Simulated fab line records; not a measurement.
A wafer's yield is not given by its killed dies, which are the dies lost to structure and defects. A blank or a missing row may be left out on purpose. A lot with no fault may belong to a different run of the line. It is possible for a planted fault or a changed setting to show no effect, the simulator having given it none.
A lot that was struck, set against a sound lot | flow n5Finfet | 16 out of 1938 route steps
Sound: the wafers L967.3, L967.4, L967.6. Wafers struck: L970.1, L970.2, L970.4. At the end, the cause is stated.
At each step with rows: each side's tool, then ch and its chambers, then its first start. Under that, the readings that differ: sound wafers | struck wafers | difference of the means | sigmas: that difference in standard deviations of wafers without a fault.
alike: readings whose means differ by less than 2 such deviations, and words and numbers that are the same on both sides. not compared: withheld readings, readings that some wafer has no value for, bounds like >300 that may hide the same value, and numbers for which the record gives no deviation and whose values overlap.
Wherever a step has rows on one side only, a row that says differs or no value, or a row with sigmas, the two part there. When numbers do not overlap yet have no deviation, they are printed without sigmas and do not part them. A reading that every wafer of one side lacks parts them only if that side has two wafers or more.

first, 6 steps without rows for these wafers: N5_BEOL_M1_COAT_22 (resist thk 30 nm); N5_BEOL_M1_EBR_24; N5_BEOL_M1_SOFTBAKE_23 (time 60 s); N5_BEOL_M1_EXPOSE_25 (exposes mask V0, defocus 5 nm, target cd 24 nm); N5_BEOL_M1_PEB_26 (peb time 60 s); N5_BEOL_M1_DEVELOP_27 (develop time 30 s).
N5_BEOL_M1_CD_MEAS_28: target cd y 23.3 nm.
  sound on cdSem-02 ch 0, day 8 12:56; struck on cdSem-03 ch 0, day 9 05:44
  alike: cdNm
N5_BEOL_M1_OVL_MEAS_29:
  sound on overlay-02 ch 0, day 8 12:58; struck on overlay-01 ch 0, day 9 05:46
  alike: V0_OVL
N5_BEOL_M1_INSPECT_30: inspects for defects (brightfield).
  sound: defectInspect-01 at day 8 13:01; struck: defectInspect-02 at day 9 05:50
  alike: rawDefectCount
N5_BEOL_M1_DESCUM_33: chemistry O2, time 7 s.
  sound on rieDiel-06 ch 1,2, day 8 13:03; struck on rieDiel-06 ch 0,2, day 9 06:00
  alike: drypumpMotorCurrentA, oesProductAu, rfVppV, showerheadPlenumPTorr, throttleValvePct
  not compared: rfHoursCounterH
N5_BEOL_M1_ETCH_77: etches underlayer in N2/H2, target depth 6.5 nm, time 5.2 s.
  sound on rieDiel-06 ch 1,2, day 8 13:05; struck on rieDiel-06 ch 0,2, day 9 06:02
  alike: drypumpMotorCurrentA, etchRfOnTimeS, oesProductAu, rfVppV, showerheadPlenumPTorr, throttleValvePct
  not compared: rfHoursCounterH
N5_BEOL_M1_ETCH_69: etches SiARC in CF4, target depth 15.6 nm, time 26 s.
  sound on rieDiel-06 ch 1,2, day 8 13:06; struck on rieDiel-06 ch 0,2, day 9 06:04
  alike: drypumpMotorCurrentA, etchRfOnTimeS, oesProductAu, rfVppV, showerheadPlenumPTorr, throttleValvePct
  not compared: rfHoursCounterH
N5_BEOL_M1_ALD_98: deposits SiO2, target thk 2.5 nm, pulse time 1 s, co reactant pulse time 1 s.
  sound on aldSin-02 ch 0,1,3, day 8 13:11; struck on aldSin-02 ch 0,1,3, day 9 06:08
reading   | sound    | struck   | difference | sigmas
aldCycles | 17 17 17 | 18 18 18 | +1         | 
  alike: heaterPowerW, precursorPulseHeightRel
  not compared: sinceWetCleanH
N5_BEOL_M1_ETCHBACK_99: etches SiO2 in CHF3, target depth 5 nm, time 10.4 s.
  sound on rieDiel-03 ch 0,1, day 8 14:11; struck on rieDiel-02 ch 0,1,3, day 9 14:19
  alike: CHF3_flow_sccm, drypumpMotorCurrentA, oesProductAu, rfVppV, showerheadPlenumPTorr, throttleValvePct
  not compared: rfHoursCounterH
-- a jump in the record: the struck wafers' starts before and after are 5 days apart (it breaks off in module BEOL_M1 and resumes in module BEOL_M4, where the first step shown is number 1111 of the route) --
N5_BEOL_M4_RC_MEAS_101:
  sound on prober-01 ch 0, day 13 22:16; struck on prober-02 ch 0, day 14 14:45
  alike: DIBL_N, DIBL_P, IOFF_N, IOFF_P, ION_N, ION_P, SS_N, SS_P, VT_N, VT_P
following that, these wafers have no rows for 1 step: N5_PASSIVATION_PROBE_49.

WHERE THEY PART
Nowhere in this record.

WHY: whatever the simulator had introduced
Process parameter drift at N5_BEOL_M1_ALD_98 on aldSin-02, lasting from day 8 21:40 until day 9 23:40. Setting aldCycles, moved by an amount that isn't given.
